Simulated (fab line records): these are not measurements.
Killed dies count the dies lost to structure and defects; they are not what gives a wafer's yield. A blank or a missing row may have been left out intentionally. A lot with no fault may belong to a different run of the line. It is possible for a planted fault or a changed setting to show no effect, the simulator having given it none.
Chamber matching + flow nand-harc + 4 sister chambers for NHARC_A_STAIRCASE_ETCH_444 on rie-diel-04
The step etches the open film in C4F8/O2, target depth 10200 nm, time 3400 s. 4 wafers are shown with their chamber, then 9 later ones without.

== WAFERS WITH THEIR CHAMBER ==
| wafer  | chamber | rf-vpp-V (V) |
|--------|---------|--------------|
| L074.2 | 3       | 811          |
| L085.1 | 0       | 808          |
| L091.4 | 2       | 801          |
| L091.5 | 1       | 813          |

== WAFERS WITHOUT THEIR CHAMBER ==
| wafer  | rf-vpp-V (V) |
|--------|--------------|
| L092.1 | 807          |
| L092.3 | 802          |
| L092.5 | 808          |
| L093.1 | 811          |
| L093.3 | 801          |
| L093.4 | 811          |
| L095.2 | 807          |
| L095.4 | 811          |
| L095.6 | 811          |

== EACH ONE'S CHAMBER ==
| wafer  | from the rows above | in truth                   |
|--------|---------------------|----------------------------|
| L092.1 | 0                   | 0                          |
| L092.3 | 2                   | 2                          |
| L092.5 | 0                   | 0                          |
| L093.1 | 3                   | 3                          |
| L093.3 | 2                   | 2                          |
| L093.4 | 3                   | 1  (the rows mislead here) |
| L095.2 | 0                   | 0                          |
| L095.4 | 3                   | 3                          |
| L095.6 | 3                   | 3                          |
Correct placement for 8 of the 9. Left unplaced by these rows: 0. Number placed wrongly: 1.
How it was worked out, from the rows above alone: a wafer's distance from a chamber is the root of the sum, over the readings, of the square of ((its reading less the chamber's mean) divided by the reading's scatter). If the next closest chamber is less than 2 further off than the closest, the wafer can't be placed; otherwise it belongs to the closest. The mean given for a chamber averages the wafers shown for that chamber. The scatter: root of mean squared gap, hidden wafer to nearest shown wafer, with one shown wafer a chamber.
